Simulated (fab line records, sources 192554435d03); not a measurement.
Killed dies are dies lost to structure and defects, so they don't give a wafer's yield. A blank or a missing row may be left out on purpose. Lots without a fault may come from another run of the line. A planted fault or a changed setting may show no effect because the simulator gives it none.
Chamber matching | flow n5_finfet | N5_FIN_SAQP_ETCH_34 on rie_diel-04: 4 sister chambers
The step etches SiO2 in C4F6/O2, target depth 45 nm, time 15 s. 16 wafers are shown with their chamber, then 8 later ones without.

WAFERS WITH THEIR CHAMBER
wafer  | chamber | drypump_motor_current_A (A) | rf_vpp_V (V) | throttle_valve_pct (%)
L075.2 | 3       | 6.0                         | 662          | 21.36
L075.4 | 0       | 5.7                         | 678          | 21.42
L075.5 | 3       | 6.0                         | 661          | 21.37
L080.2 | 0       | 5.7                         | 679          | 21.43
L080.3 | 1       | 6.4                         | 668          | 21.43
L080.6 | 0       | 5.7                         | 677          | 21.42
L082.1 | 2       | 5.9                         | 663          | 21.01
L082.3 | 1       | 6.4                         | 669          | 21.43
L082.6 | 2       | 5.9                         | 663          | 20.99
L084.1 | 3       | 5.9                         | 661          | 21.41
L084.5 | 3       | 6.0                         | 663          | 21.39
L084.6 | 0       | 5.7                         | 676          | 21.46
L085.1 | 3       | 6.0                         | 660          | 21.42
L085.4 | 0       | 5.7                         | 678          | 21.44
L085.6 | 3       | 6.0                         | 661          | 21.41
L091.4 | 1       | 6.4                         | 680          | 21.12

SIGNATURES (means of the wafers above)
reading                 | chamber 0 | chamber 1 | chamber 2 | chamber 3 | scatter within a chamber
drypump_motor_current_A | 5.700     | 6.400     | 5.900     | 5.983     | 0.0264
rf_vpp_V                | 677.60    | 672.33    | 663.00    | 661.33    | 2.88
throttle_valve_pct      | 21.4340   | 21.3267   | 21.0000   | 21.3933   | 0.0755
Rule: a wafer's distance from a chamber is the root of the sum, over the readings, of the square of ((its reading less the chamber's mean) divided by the reading's scatter). The wafer belongs to the nearest chamber; if the next one is less than 2 further off, it can't be placed. The scatter: the root of (the sum of the squares of (reading less its chamber's mean) over the shown wafers, divided by (wafers less chambers)).

WAFERS WITHOUT THEIR CHAMBER
wafer  | drypump_motor_current_A (A) | rf_vpp_V (V) | throttle_valve_pct (%)
L091.5 | 5.9                         | 662          | 21.02
L091.6 | 5.9                         | 661          | 21.43
L093.1 | 5.9                         | 661          | 21.02
L093.4 | 5.9                         | 659          | 21.43
L093.5 | 5.7                         | 676          | 21.15
L095.1 | 6.4                         | 679          | 21.12
L095.3 | 5.7                         | 677          | 21.17
L095.6 | 5.9                         | 661          | 21.45

WHICH CHAMBER EACH WENT THROUGH
wafer  | from the rows above | in truth
L091.5 | 2                   | 2
L091.6 | 3                   | 3
L093.1 | 2                   | 2
L093.4 | 3                   | 3
L093.5 | 0                   | 0
L095.1 | 1                   | 1
L095.3 | 0                   | 0
L095.6 | 3                   | 3
Placed correctly: 8 of 8. Can't be placed from these rows: 0. Placed wrongly: 0.
